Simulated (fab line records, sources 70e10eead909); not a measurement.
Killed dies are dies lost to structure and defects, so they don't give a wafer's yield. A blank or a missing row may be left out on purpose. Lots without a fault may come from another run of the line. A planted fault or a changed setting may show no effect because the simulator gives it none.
fab line records | flow nand_harc
record lots=6 wafers=18 last_day=33
route steps=1302 shown P_CONTACT@218 END@1302
lots that met no fault: from a run of the same line without faults
start_h: hours from the record's first day to the start of the lot's first wafer shown | wait_h: hours since the lot's step before | " the same as in the row above | L1.1+2: a row that stands for several wafers | - no value, or no start given | * or withheld: withheld | < > ~ a bound
route shown NAME@n: a module of which the file shows steps, and the number in the route of the first | usual: mean/standard deviation of fault-free wafers | same: alike in all rows | chamber/n: place in a boat | sites: the reading at each site | _std_site: their standard deviation | _edge_site: outer sites' mean less inner sites' | radius_mm: how far each site lies from the wafer's centre | mask NAME#n: copy n | behind: the tool/chamber that last shaped the wafer | hold: why the lot was held/for how many hours/how that ended | device: the transistor (n, p or np) that didn't switch | end of line: the same wafers' tests at the end of the route | a step without rows: its recipe alone | killed: dies lost to structure and defects at the first sort, not the wafer's yield | map: a wafer's dies, x killed, . not, _ none there
set.NAME: the setting as run; set.NAME@STEP: as run at that earlier step | model.NAME: the simulator's own value behind a step, which no gauge read
lots at some steps of the route; a table a step, a row a wafer
services: from which hour (start_h, from the record's first day; less than 0 if before it) a tool's chamber was out of use, for how many hours, and why
## steps
# step NHARC_P_CONTACT_DEP_00
# recipe target_thk_a=5000 temp_c=400 pressure_torr=6.5 rf_w=900 teos_flow_sccm=161.4 flow_sccm=2650 target_thk_nm=500 gas=O2 material=SiO2
# usual heater_power_w=566/98 showerhead_vpp_V=1880/100 throttle_valve_pct=16.0/0.72
# columns lot.wafer tool chamber start_h wait_h heater_power_w showerhead_vpp_V since_wet_clean_h throttle_valve_pct
L529.3 pecvd-02 1 - - 532 1855 66 15.5
L529.1 " 2 " " 609 2018 66 14.9
L529.4 " 2 " " 624 2093 - 14.8
L531.2 pecvd-02 2 - - 516 2073 84 15.0
L531.6 " 0 " " 419 1898 - 17.3
L531.5 " 1 " " 476 1884 - 15.7
L535.3 pecvd-04 2 - - 340 1871 86 16.0
L535.4 " 1 " " 621 1824 - 16.0
L535.5 " 0 " " 665 1711 - 14.9
L546.2 pecvd-04 2 - - 444 1859 18 15.7
L546.1 " 0 " " 600 1704 18 15.3
L546.5 " 1 " " 648 1806 - 16.5
L547.3 pecvd-02 0 - - 557 1880 72 17.0
L547.1 " 1 " " 586 1899 72 15.7
L547.6 " 1 " " 442 1855 - 15.5
L550.2 pecvd-02 2 - - 630 2066 102 15.2
L550.3 " 0 " " 581 1896 102 16.9
L550.1 " 1 " " 585 1864 102 15.4
# step NHARC_P_CONTACT_CMP_01
# recipe target_thk_nm=200 material=SiO2
# usual motor_current_A=12.2/1.8
# columns lot.wafer tool chamber start_h wait_h motor_current_A
L529.4 cmp-03 0 125.63 - 13.5
L529.3 " 1 " " 16.5
L529.1 " 2 " " 12.1
L531.2 cmp-03 2 143.78 - 11.6
L531.5 " 2 " " 11.4
L531.6 " 3 " " 10.6
L535.3 cmp-04 1 187.84 - 13.0
L535.4 " 0 " " 14.1
L535.5 " 2 " " 12.2
L546.2 cmp-04 0 300.62 - 14.2
L546.1 " 1 " " 13.1
L546.5 " 3 " " 11.3
L547.3 cmp-03 2 312.34 - 11.8
L547.1 " 0 " " 13.5
L547.6 " 1 " " 16.4
L550.3 cmp-01 0 342.13 - 9.9
L550.1 " 1 " " 13.2
L550.2 " 2 " " 10.2
# step NHARC_P_CONTACT_SRD_03
# step NHARC_P_CONTACT_DEHYDRATE_04
# recipe temp_c=150 time_s=120
# step NHARC_P_CONTACT_HMDS_05
# recipe time_s=30
# step NHARC_P_CONTACT_COAT_33
# recipe temp_c=260 time_s=75
# step NHARC_P_CONTACT_COAT_34
# recipe temp_c=225 time_s=65
# step NHARC_P_CONTACT_COAT_06
# recipe spin_rpm=1500 resist_thk_nm=90
# step NHARC_P_CONTACT_SOFTBAKE_07
# recipe temp_c=105 time_s=55
# step NHARC_P_CONTACT_EBR_08
# step NHARC_P_CONTACT_EXPOSE_09
# recipe na=1.35 target_cd_nm=90 dose_mj=81.26 mask_id=P_CA
# step NHARC_P_CONTACT_PEB_10
# recipe peb_temp_c=100 peb_time_s=65
# usual heater_power_total_W=156.6/0.43
# columns lot.wafer tool chamber start_h wait_h heater_power_total_W
L529.1 litho_track-06 0 126.35 0.1 157.0
L529.3 " 0 " " 157.1
L529.4 " 0 " " 156.4
L531.2 litho_track-06 0 144.53 0.1 156.3
L531.5 " 0 " " 156.0
L531.6 " 0 " " 157.2
L535.3 litho_track-06 0 188.59 0.0 156.0
L535.4 " 0 " " 156.8
L535.5 " 0 " " 156.7
L546.1 litho_track-06 0 301.34 0.1 161.6
L546.2 " 0 " " 161.7
L546.5 " 0 " " 162.6
L547.1 litho_track-06 0 312.94 0.1 162.9
L547.3 " 0 " " 162.4
L547.6 " 0 " " 162.4
L550.1 litho_track-01 0 342.88 0.1 156.4
L550.2 " 0 " " 157.2
L550.3 " 0 " " 156.0
# step NHARC_P_CONTACT_DEVELOP_11
# recipe develop_time_s=35 dev_temp_c=23
# step NHARC_P_CONTACT_CD_MEAS_12
# recipe target_cd_nm=90 landing_energy_ev=500
# usual cd_nm=89.1/0.77
# columns lot.wafer tool chamber start_h wait_h cd_nm
L529.1 cd_sem-01 0 126.44 - 88.2
L529.3 " 0 " " 88.2
L529.4 " 0 " " 87.6
L531.2 cd_sem-03 0 144.61 - 89.2
L531.5 " 0 " " 89.0
L531.6 " 0 " " 89.0
L535.3 cd_sem-02 0 188.68 - 88.3
L535.4 " 0 " " 88.2
L535.5 " 0 " " 88.6
L546.1 cd_sem-01 0 301.42 - 86.8
L546.2 " 0 " " 86.4
L546.5 " 0 " " 86.4
L547.1 cd_sem-02 0 313.03 - 86.5
L547.3 " 0 " " 86.1
L547.6 " 0 " " 86.3
L550.1 cd_sem-03 0 342.96 - 90.0
L550.2 " 0 " " 89.9
L550.3 " 0 " " 90.1
# step NHARC_P_CONTACT_OVL_MEAS_13
# usual overlay_x_nm=-0.1/0.77 overlay_y_nm=-0.1/0.86
# columns lot.wafer tool chamber start_h wait_h overlay_x_nm overlay_y_nm
L529.1 overlay-01 - 126.53 - 0.2 -0.4
L529.3 " - " " 0.4 0.0
L529.4 " - " " -0.1 -0.2
L531.2 overlay-01 - 144.70 - 0.5 -0.7
L531.5 " - " " 0.5 -0.8
L531.6 " - " " 0.4 -0.3
L535.3 overlay-01 - 188.76 - -0.8 0.8
L535.4 " - " " -1.0 1.5
L535.5 " - " " -0.4 1.6
L546.1 overlay-02 - 301.51 - -1.4 2.0
L546.2 " - " " -1.4 2.0
L546.5 " - " " -1.5 2.0
L547.1 overlay-01 - 313.12 - 1.2 0.5
L547.3 " - " " 1.7 0.1
L547.6 " - " " 1.2 0.0
L550.1 overlay-02 - 343.05 - -0.2 0.2
L550.2 " - " " -0.5 0.4
L550.3 " - " " -0.8 -0.3
# step NHARC_P_CONTACT_INSPECT_14
# usual raw_defect_count=4.0/2.2
# columns lot.wafer tool chamber start_h wait_h raw_defect_count
L529.1 defect_inspect-01 - 126.57 0.0 5
L529.3 " - " " 2
L529.4 " - " " 4
L531.2 defect_inspect-01 - 144.73 0.0 1
L531.5 " - " " 3
L531.6 " - " " 4
L535.3 defect_inspect-01 - 188.80 0.0 1
L535.4 " - " " 4
L535.5 " - " " 6
L546.1 defect_inspect-01 - 301.54 0.0 2
L546.2 " - " " 4
L546.5 " - " " 3
L547.1 defect_inspect-01 - 313.16 0.0 5
L547.3 " - " " 6
L547.6 " - " " 5
L550.1 defect_inspect-02 - 343.08 0.0 3
L550.2 " - " " 4
L550.3 " - " " 6
# step NHARC_P_CONTACT_DESCUM_17
# recipe time_s=3 o2_flow_sccm=200 ar_flow_sccm=0 bias_power_w=0 chemistry=O2
# usual drypump_motor_current_A=5.9/0.4 mfc_ar_sccm=0.005/0.0081 oes_product_au=0.997/0.014 rf_vpp_V=57.8/0.89 showerhead_plenum_p_Torr=1.92/0.086 throttle_valve_pct=11.312/0.008
# columns lot.wafer tool chamber start_h wait_h drypump_motor_current_A mfc_ar_sccm oes_product_au rf_hours_counter_h rf_vpp_V showerhead_plenum_p_Torr throttle_valve_pct model.P_CONTACT.cd_nm
L529.4 rie_diel-11 0 126.63 0.1 5.9 0 0.984 1.3 57.1 1.80 11.321 88.35
L529.3 " 2 " " 6.5 0.002 1.003 1.1 58.3 2.03 11.301 88.82
L529.1 " 3 " " 5.7 0 1.010 1.2 58.4 2.02 11.313 87.87
L531.2 rie_diel-11 1 144.80 0.1 6.3 0.023 1.003 2.2 56.3 1.84 11.316 89.29
L531.5 " 0 " " 5.9 0 0.977 - 56.2 1.80 11.310 89.56
L531.6 " 1 " " 6.3 0.023 1.005 - 56.5 1.84 11.314 88.56
L535.3 rie_diel-06 3 188.87 0.1 6.6 0 1.007 3.4 57.4 1.88 11.308 87.56
L535.5 " 3 " " 6.5 0 1.002 - 58.3 1.88 11.311 87.94
L535.4 " 0 " " 5.7 0.007 0.990 - 59.2 1.97 11.317 87.85
L546.1 rie_diel-01 1 301.62 0.1 6.1 0 0.994 1.8 56.7 1.97 11.310 87.56
L546.2 " 2 " " 5.8 0 1.012 1.8 57.3 1.97 11.308 86.29
L546.5 " 3 " " 5.4 0.002 0.990 - 57.4 1.92 11.302 85.88
L547.1 rie_diel-01 3 313.22 0.1 5.4 0.002 0.968 2.4 56.7 1.92 11.304 85.53
L547.3 " 1 " " 6.1 0 0.997 2.4 59.1 1.97 11.313 87.34
L547.6 " 0 " " 5.4 0 1.021 - 55.6 1.79 11.316 86.37
L550.1 rie_diel-01 0 343.14 0.1 5.4 0 1.018 3.4 57.9 1.79 11.312 90.08
L550.2 " 1 " " 6.1 0 1.007 3.6 58.9 1.97 11.315 90.62
L550.3 " 3 " " 5.4 0.002 0.991 3.8 58.8 1.92 11.310 89.44
# step NHARC_P_CONTACT_ETCH_35
# recipe target_depth_a=390 over_etch_frac=0.3 time_s=65 ion_energy_ev=80 cf4_flow_sccm=150 ar_flow_sccm=0 rf_w=300 bias_w=100 chemistry=CF4
# usual bias_w=100.02/0.29 cf4_flow_sccm=150.0/0.4 drypump_motor_current_A=5.9/0.41 mfc_ar_sccm=0.005/0.008 oes_product_au=0.997/0.013 rf_vpp_V=151.3/1.2 showerhead_plenum_p_Torr=1.78/0.073 throttle_valve_pct=13.283/0.0096
# same over_etch_frac=0.3
# columns lot.wafer tool chamber start_h wait_h bias_w cf4_flow_sccm drypump_motor_current_A mfc_ar_sccm oes_product_au rf_hours_counter_h rf_vpp_V showerhead_plenum_p_Torr throttle_valve_pct model.P_CONTACT.cd_nm
L529.4 rie_diel-11 3 126.71 0.1 99.81 150.2 5.6 0 1.011 1.2 153.1 1.86 13.277 87.68
L529.3 " 1 " " 100.26 150.4 6.2 0.023 0.996 1.2 150.5 1.70 13.273 88.49
L529.1 " 2 " " 100.39 150.0 6.5 0.002 0.997 1.1 151.5 1.87 13.282 88.2
L531.2 rie_diel-11 0 144.90 0.1 99.97 149.5 5.9 0 0.978 2.3 150.6 1.67 13.282 89.39
L531.6 " 1 " " 99.97 149.9 6.2 0.023 0.998 - 150.0 1.70 13.281 87.9
L531.5 " 2 " " 99.60 150.6 6.5 0.002 0.994 - 152.6 1.87 13.298 89.72
L535.3 rie_diel-06 0 188.97 0.1 99.74 149.6 5.7 0.007 0.992 3.3 151.9 1.82 13.273 87.77
L535.4 " 2 " " 100.15 150.1 5.7 0.010 0.977 - 152.3 1.85 13.277 87.89
L535.5 " 3 " " 100.41 149.9 6.5 0 1.000 - 149.2 1.74 13.283 88.27
L546.2 rie_diel-01 3 301.69 0.1 100.02 149.5 5.4 0.002 0.985 2.0 151.9 1.77 13.267 85.83
L546.1 " 0 " " 99.98 149.5 5.4 0 1.017 1.8 150.6 1.66 13.285 87.61
L546.5 " 3 " " 99.84 149.8 5.4 0.002 0.986 - 148.8 1.77 13.295 85.41
L547.1 rie_diel-01 0 313.31 0.1 99.66 149.5 5.4 0 1.025 2.3 149.7 1.66 13.290 85.65
L547.3 " 2 " " 100.14 150.5 5.8 0 1.008 2.4 150.6 1.82 13.316 87.23
L547.6 " 3 " " 99.65 150.1 5.4 0.002 0.982 - 151.4 1.77 13.292 85.96
L550.1 rie_diel-01 1 343.23 0.1 100.34 150.2 6.1 0 1.009 3.6 149.6 1.81 13.287 89.99
L550.2 " 2 " " 99.99 149.3 5.8 0 1.009 3.7 152.0 1.82 13.265 90.66
L550.3 " 3 " " 99.50 149.7 5.4 0.002 0.986 3.8 151.2 1.77 13.285 89.09
# step NHARC_P_CONTACT_ETCH_36
# recipe target_depth_a=2600 over_etch_frac=0.25 time_s=406.25 ion_energy_ev=200 n2_flow_sccm=150 h2_flow_sccm=150 ar_flow_sccm=0 rf_w=400 bias_w=150 chemistry=N2/H2
# usual bias_w=150.1/0.47 drypump_motor_current_A=5.9/0.41 mfc_ar_sccm=0.005/0.0079 oes_product_au=0.996/0.014 rf_vpp_V=430.9/2.6 showerhead_plenum_p_Torr=2.05/0.092 throttle_valve_pct=14.171/0.0091
# same over_etch_frac=0.25
# columns lot.wafer tool chamber start_h wait_h bias_w drypump_motor_current_A mfc_ar_sccm oes_product_au rf_hours_counter_h rf_vpp_V showerhead_plenum_p_Torr throttle_valve_pct
L529.1 rie_diel-11 1 - - 149.6 6.2 0.023 1.006 1.3 427.8 1.96 14.170
L529.3 " 2 " " 151.0 6.5 0.002 0.990 1.2 432.5 2.17 14.163
L529.4 " 0 " " 149.7 5.9 0 0.979 1.4 427.5 1.91 14.182
L531.2 rie_diel-11 0 - - 149.6 5.9 0 0.986 2.3 425.7 1.91 14.158
L531.6 " 3 " " 150.3 5.6 0 1.014 - 433.6 2.15 14.177
L531.5 " 0 " " 149.9 5.9 0 0.993 - 427.8 1.91 14.186
L535.3 rie_diel-06 3 - - 150.1 6.6 0 0.989 3.5 429.9 2.00 14.173
L535.5 " 0 " " 150.7 5.7 0.007 0.992 - 432.7 2.10 14.171
L535.4 " 3 " " 150.0 6.6 0 1.006 - 431.4 2.00 14.186
L546.1 rie_diel-01 1 - - 150.3 6.1 0 1.006 1.9 431.8 2.10 14.185
L546.2 " 3 " " 150.7 5.4 0.002 0.975 2.0 431.6 2.04 14.179
L546.5 " 1 " " 150.2 6.1 0 0.996 - 431.3 2.10 14.159
L547.3 rie_diel-01 0 - - 150.2 5.4 0 1.018 2.3 426.2 1.90 14.184
L547.1 " 1 " " 150.8 6.1 0 0.998 2.4 432.1 2.10 14.160
L547.6 " 3 " " 150.2 5.4 0.002 0.981 - 430.1 2.04 14.154
L550.3 rie_diel-01 2 - - 150.4 5.8 0 1.007 3.7 431.4 2.10 14.155
L550.2 " 0 " " 149.7 5.4 0 1.014 3.5 424.7 1.90 14.180
L550.1 " 1 " " 150.1 6.1 0 1.014 3.7 432.3 2.10 14.183
# step NHARC_END_SORT_01
# recipe temp_c=25
# usual killed_at_array=59/21 killed_at_other=0.8/1.1 killed_at_periphery=4.1/2.8 killed_dies=64/20 killed_open=3.1/1.7 killed_short=2.4/1.6
# same gross_dies=677
# columns lot.wafer tool chamber start_h wait_h killed_at_array killed_at_other killed_at_periphery killed_dies killed_open killed_short
L529.1 prober-01 0 561.40 2.5 63 0 6 69 5 1
L529.3 prober-01 0 562.99 3.1 81 0 3 84 4 3
L529.4 prober-01 0 563.78 3.4 65 0 3 68 4 2
L531.2 prober-01 0 603.13 2.8 66 2 0 68 3 3
L531.5 prober-01 0 605.52 3.7 78 4 0 82 2 1
L531.6 prober-01 0 606.32 4.0 81 0 0 81 2 5
L535.3 prober-01 0 629.20 3.1 26 1 2 29 3 3
L535.4 prober-01 0 630.01 3.4 34 1 3 38 3 6
L535.5 prober-01 0 630.81 3.7 31 0 4 35 7 1
L546.1 prober-01 0 743.48 2.5 35 1 8 44 5 7
L546.2 prober-01 0 744.30 2.8 25 0 4 29 1 1
L546.5 prober-01 0 746.75 3.8 37 1 3 41 2 2
L547.1 prober-01 0 761.32 2.5 79 2 0 81 3 3
L547.3 prober-01 0 762.91 3.1 59 0 2 61 1 3
L547.6 prober-01 0 765.29 4.0 85 0 2 87 3 2
L550.1 prober-02 0 780.81 2.5 49 1 0 50 1 3
L550.2 prober-02 0 781.61 2.8 58 1 3 62 5 1
L550.3 prober-02 0 782.41 3.1 63 0 3 66 6 1
# killed by level:class
L529.1 A_CHANNEL_HOLE_D1:chamber_film_flake=24 A_SLIT:chamber_film_flake=21 A_CHANNEL_HOLE_D2:chamber_film_flake=5 A_STAIRCASE:chamber_film_flake=4 P_GATE:chamber_film_flake=2 P_BONDPAD:chamber_film_flake=2 A_CONTACT:chamber_film_flake=2 P_CONTACT:geometric_particle:open=1
L529.3 A_CHANNEL_HOLE_D1:chamber_film_flake=36 A_SLIT:chamber_film_flake=25 A_CHANNEL_HOLE_D2:chamber_film_flake=7 A_STAIRCASE:chamber_film_flake=4 A_WL_FILL:chamber_film_flake=3 P_GATE:geometric_particle:open=1 P_M0:geometric_particle:short=1 A_ONON_D1:geometric_particle:short=1
L529.4 A_CHANNEL_HOLE_D1:chamber_film_flake=32 A_SLIT:chamber_film_flake=17 A_CHANNEL_HOLE_D2:chamber_film_flake=5 P_CONTACT:geometric_particle:open=2 A_STAIRCASE:chamber_film_flake=2 A_WL_FILL:chamber_film_flake=2 A_CONTACT:chamber_film_flake=2 P_M0:geometric_particle:open=1
L531.2 A_CHANNEL_HOLE_D1:chamber_film_flake=26 A_SLIT:chamber_film_flake=23 A_CHANNEL_HOLE_D2:chamber_film_flake=4 A_STAIRCASE:chamber_film_flake=3 A_CONTACT:chamber_film_flake=3 A_ONON_D1:geometric_particle:open=1 A_CHANNEL_FILL_D1:geometric_particle:short=1 A_ONON_D2:geometric_particle:short=1
L531.5 A_SLIT:chamber_film_flake=29 A_CHANNEL_HOLE_D1:chamber_film_flake=27 A_CHANNEL_HOLE_D2:chamber_film_flake=11 A_CONTACT:chamber_film_flake=5 THIN_TSV:chamber_film_flake=4 A_SOURCE_PLATE:geometric_particle:open=1 A_ONON_D1:geometric_particle:open=1 A_CHANNEL_HOLE_D1:geometric_particle:short=1
L531.6 A_CHANNEL_HOLE_D1:chamber_film_flake=34 A_SLIT:chamber_film_flake=22 A_CHANNEL_HOLE_D2:chamber_film_flake=12 A_CHANNEL_FILL_D2:geometric_particle:short=3 A_CONTACT:chamber_film_flake=3 A_SOURCE_PLATE:geometric_particle:short=1 A_ONON_D1:geometric_particle:open=1 A_CHANNEL_FILL_D2:geometric_particle:open=1
L535.3 A_CHANNEL_HOLE_D2:chamber_film_flake=8 A_CHANNEL_HOLE_D1:chamber_film_flake=5 A_CHANNEL_FILL_D2:geometric_particle:short=3 A_BLC:chamber_film_flake=3 A_SLIT:chamber_film_flake=2 A_CONTACT:chamber_film_flake=2 P_GATE:geometric_particle:open=1 A_M0:geometric_particle:open=1
L535.4 A_CHANNEL_HOLE_D2:chamber_film_flake=16 A_BLC:chamber_film_flake=3 A_WL_FILL:chamber_film_flake=2 A_DECK1_JOINT:chamber_film_flake=2 P_STI:geometric_particle:short=1 P_STI:geometric_particle:open=1 A_SOURCE_PLATE:geometric_particle:short=1 A_ONON_D1:geometric_particle:open=1
L535.5 A_CHANNEL_HOLE_D2:chamber_film_flake=11 A_BLC:chamber_film_flake=7 A_M0:geometric_particle:open=2 A_CHANNEL_HOLE_D1:chamber_film_flake=2 A_CONTACT:chamber_film_flake=2 P_CONTACT:geometric_particle:open=1 P_M2:geometric_particle:open=1 A_ONON_D1:geometric_particle:open=1
L546.1 A_CHANNEL_HOLE_D1:chamber_film_flake=9 A_CONTACT:chamber_film_flake=7 A_SLIT:chamber_film_flake=6 A_STAIRCASE:chamber_film_flake=3 A_WL_FILL:chamber_film_flake=3 P_GATE:geometric_particle:short=2 A_ONON_D2:geometric_particle:open=2 P_BONDPAD:chamber_film_flake=2
L546.2 A_CHANNEL_HOLE_D1:chamber_film_flake=11 A_CONTACT:chamber_film_flake=5 A_SLIT:chamber_film_flake=3 A_WL_FILL:chamber_film_flake=3 P_BONDPAD:chamber_film_flake=2 A_ONON_D1:geometric_particle:open=1 A_CONTACT:geometric_particle:short=1 P_STI:chamber_film_flake=1
L546.5 A_CHANNEL_HOLE_D1:chamber_film_flake=19 A_SLIT:chamber_film_flake=7 A_CONTACT:chamber_film_flake=5 A_WL_FILL:chamber_film_flake=2 P_CONTACT:geometric_particle:open=1 A_CHANNEL_FILL_D1:geometric_particle:short=1 A_BLC:geometric_particle:open=1 P_STI:chamber_film_flake=1
L547.1 A_CHANNEL_HOLE_D1:chamber_film_flake=31 A_SLIT:chamber_film_flake=31 A_CONTACT:chamber_film_flake=6 A_STAIRCASE:chamber_film_flake=4 A_ONON_D1:geometric_particle:short=1 A_ONON_D2:geometric_particle:short=1 A_CHANNEL_FILL_D2:geometric_particle:short=1 A_CONTACT:geometric_particle:open=1
L547.3 A_SLIT:chamber_film_flake=25 A_CHANNEL_HOLE_D1:chamber_film_flake=19 A_CONTACT:chamber_film_flake=6 A_STAIRCASE:chamber_film_flake=4 A_ONON_D2:geometric_particle:short=2 A_CHANNEL_FILL_D1:chamber_film_flake=2 P_M0:geometric_particle:short=1 A_BLC:geometric_particle:open=1
L547.6 A_SLIT:chamber_film_flake=38 A_CHANNEL_HOLE_D1:chamber_film_flake=29 A_STAIRCASE:chamber_film_flake=7 A_CONTACT:chamber_film_flake=6 A_CHANNEL_FILL_D2:geometric_particle:open=3 P_M0:geometric_particle:short=1 A_M1:geometric_particle:short=1 P_GATE:chamber_film_flake=1
L550.1 A_SLIT:chamber_film_flake=21 A_CONTACT:chamber_film_flake=14 A_CHANNEL_HOLE_D1:chamber_film_flake=3 A_CHANNEL_FILL_D1:chamber_film_flake=3 A_SGD_CUT:chamber_film_flake=2 A_CHANNEL_FILL_D1:geometric_particle:short=1 A_WL_FILL:geometric_particle:short=1 A_WL_FILL:geometric_particle:open=1
L550.2 A_SLIT:chamber_film_flake=34 A_CONTACT:chamber_film_flake=8 A_SGD_CUT:chamber_film_flake=4 A_BLC:chamber_film_flake=3 A_M0:geometric_particle:open=2 P_GATE:chamber_film_flake=2 P_M0:geometric_particle:open=1 A_CHANNEL_HOLE_D2:geometric_particle:open=1
L550.3 A_SLIT:chamber_film_flake=26 A_BLC:chamber_film_flake=8 A_SGD_CUT:chamber_film_flake=6 A_CONTACT:chamber_film_flake=6 A_CHANNEL_HOLE_D1:chamber_film_flake=4 A_CHANNEL_HOLE_D2:chamber_film_flake=3 A_STAIRCASE:chamber_film_flake=2 P_GATE:geometric_particle:open=1
## services
# columns tool chamber start_h hours kind
cmp-04 - 102.61 2.1 repair
cmp-04 - 111.00 4.0 pm
rie_diel-06 0 118.94 3.8 repair
cmp-03 - 120.65 0.5 repair
rie_diel-06 - 130.42 9.0 pm
rie_diel-11 3 147.99 31.1 repair
cmp-03 - 162.00 4.0 pm
rie_diel-06 1 167.17 25.8 repair
litho_track-06 - 179.00 7.0 pm
cmp-04 - 184.92 1.4 repair
rie_diel-06 3 194.01 7.7 repair
rie_diel-11 3 195.82 24.4 repair
rie_diel-06 2 196.13 3.6 repair
rie_diel-01 - 203.82 9.0 pm
cmp-04 - 204.59 2.1 repair
pecvd-02 - 227.00 13.0 pm
rie_diel-11 - 255.50 9.0 pm
cmp-03 - 260.00 4.0 pm
rie_diel-01 0 283.83 6.9 repair
rie_diel-06 0 286.71 3.3 repair
rie_diel-06 1 291.09 17.1 repair
rie_diel-06 - 307.42 9.0 pm
rie_diel-01 2 328.11 8.5 repair
rie_diel-11 3 341.57 1.4 repair
## key
first_sign step=NHARC_P_CONTACT_PEB_10 reading=heater_power_total_W direction=up sigmas=13 usual=* struck=*
effect step=NHARC_P_CONTACT_CD_MEAS_12 reading=cd_nm direction=down sigmas=3.5 usual=89.1 struck=86.4 through=control_loop
model_effect step=NHARC_P_CONTACT_DESCUM_17 value=P_CONTACT.cd_nm without=88.55 struck=86.49
model_effect step=NHARC_P_CONTACT_ETCH_35 value=P_CONTACT.cd_nm without=88.34 struck=86.28
met_at NHARC_P_CONTACT_PEB_10
struck_wafers L546.1,L546.2,L546.5,L547.1,L547.3,L547.6
tester_left_out L546,L547
loop_trim step=NHARC_P_CONTACT_EXPOSE_09 setting=dose lots=L547
onset_between 188.59 301.34
fault kind=process_parameter_drift tool=litho_track-06 chamber=- onset_h=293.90 steps=NHARC_P_CONTACT_PEB_10 channel=peb_time_s offset=* shape=step end_h=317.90 acts_in=* stated=*
# tester_left_out: of these lots the tester's yield and bins aren't shown, on N5 and GAA mostly nor the transistor test; their killed dies are dies lost to structure and defects alone, not to doping, threshold or leakage, so they don't give the yield
# loop_trim: a control loop set the setting to another value than it would have without faults
